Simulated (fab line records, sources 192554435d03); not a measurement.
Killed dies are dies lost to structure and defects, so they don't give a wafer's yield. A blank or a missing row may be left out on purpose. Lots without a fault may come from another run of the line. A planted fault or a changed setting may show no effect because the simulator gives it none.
One fault seen from 2 desks | flow n5_finfet | each desk has only its own numbers; what lay behind them comes last

THE TOOL OWNER'S DESK: rie_diel-02
The tool's own readings at N5_BEOL_M9_TRENCH_ETCH_37 (etches SiCOH lowk in C4F6/O2, target depth 151.43 nm, time 49 s): means of the sampled wafers that have a number, for each lot that ran on this tool. A lot is out of limits, marked OUT, if its mean lies more than 4 standard deviations from the usual mean; the brackets give that distance.
Columns: A = O2_flow_sccm at N5_BEOL_M9_TRENCH_ETCH_37, usual 10.00 sccm; B = drypump_motor_current_A at N5_BEOL_M9_TRENCH_ETCH_37, usual 5.5 A; C = oes_product_au at N5_BEOL_M9_TRENCH_ETCH_37, usual 0.80 a.u.; D = rf_vpp_V at N5_BEOL_M9_TRENCH_ETCH_37, usual 667 V; E = run_length_s at N5_BEOL_M9_TRENCH_ETCH_37, usual 72.5 s; F = showerhead_plenum_p_Torr at N5_BEOL_M9_TRENCH_ETCH_37, usual 2.87 Torr; G = throttle_valve_pct at N5_BEOL_M9_TRENCH_ETCH_37, usual 21.0 %
lot  | first seen here | A     | B   | C    | D   | E              | F    | G
L666 | day 9 10:12     | 10.00 | 5.8 | 0.75 | 658 | 72.5           | 2.84 | 21.0
L683 | day 14 02:53    | 10.00 | 5.7 | 0.88 | 668 | 49.0 (-64) OUT | 2.84 | 20.8
L687 | day 15 07:55    | 10.00 | 5.8 | 0.88 | 658 | 49.2 (-63) OUT | 2.83 | 20.8
This desk's finding: out of limits on L683, L687; first on L683, day 14 02:53 (run_length_s at N5_BEOL_M9_TRENCH_ETCH_37). In limits: L666.

THE METROLOGY DESK
What the gauges read, lot by lot, whatever tool the lot ran on: means of the sampled wafers that have a number. A lot is out of limits, marked OUT, if its mean lies more than 4 standard deviations from the usual mean; the brackets give that distance. Of its 37 readings 7 are shown: the one that was out of limits first, and those that lie furthest out on some lot.
Columns: A = trench_depth_nm at N5_BEOL_M9_OCD_MEAS_38, usual 152 nm; B = M9_THK at N5_BEOL_M9_THK_MEAS_53, usual 144 nm; C = M9_RS at N5_BEOL_M9_RS_MEAS_57, usual 0.150 ohm/sq; D = COMB_M14 at N5_BEOL_M15_RC_MEAS_101, usual 4.7e-12 S/m; E = COMB_M6 at N5_BEOL_M15_RC_MEAS_101, usual 2.6e-11 S/m; F = SERP_M9 at N5_BEOL_M15_RC_MEAS_101, usual 3.08 ohm/um; G = SERP_M9_max_site at N5_BEOL_M15_RC_MEAS_101, usual 3.16 ohm/um
lot  | first seen here | A            | B            | C               | D       | E       | F              | G
L666 | day 7 19:51     | 146          | 138          | 0.160           | 4.9e-12 | 3.1e-11 | 3.28           | 3.40
L668 | day 8 14:11     | 155          | 145          | 0.149           | 5.4e-12 | 2.4e-11 | 3.06           | 3.14
L683 | day 12 08:55    | 80 (-18) OUT | 72 (-16) OUT | 0.333 (+37) OUT | 6.3e-12 | 3.4e-11 | 6.79 (+34) OUT | 6.93 (+31) OUT
L687 | day 13 12:46    | 78 (-19) OUT | 68 (-17) OUT | 0.354 (+41) OUT | 5.8e-12 | 3.0e-11 | 7.30 (+38) OUT | 7.54 (+36) OUT
This desk's finding: out of limits on L683, L687; first on L683, day 14 03:04 (trench_depth_nm at N5_BEOL_M9_OCD_MEAS_38). In limits: L666, L668.

PUT TOGETHER
The tool owner's desk could have raised an alarm at day 14 02:53, on L683, L687.
The metrology desk could have raised an alarm at day 14 03:04, on L683, L687.
Of the lots named, all ran N5_BEOL_M9_TRENCH_ETCH_37 on rie_diel-02.

WHAT THE SIMULATOR HAD PUT IN
Process parameter drift: rie_diel-02, from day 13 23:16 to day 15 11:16, at N5_BEOL_M9_TRENCH_ETCH_37. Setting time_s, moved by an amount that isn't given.
Lots struck among those shown: L683, L687.
Hours from the fault's start to each desk's first reading out of limits: the tool owner's desk, 4; the metrology desk, 4.
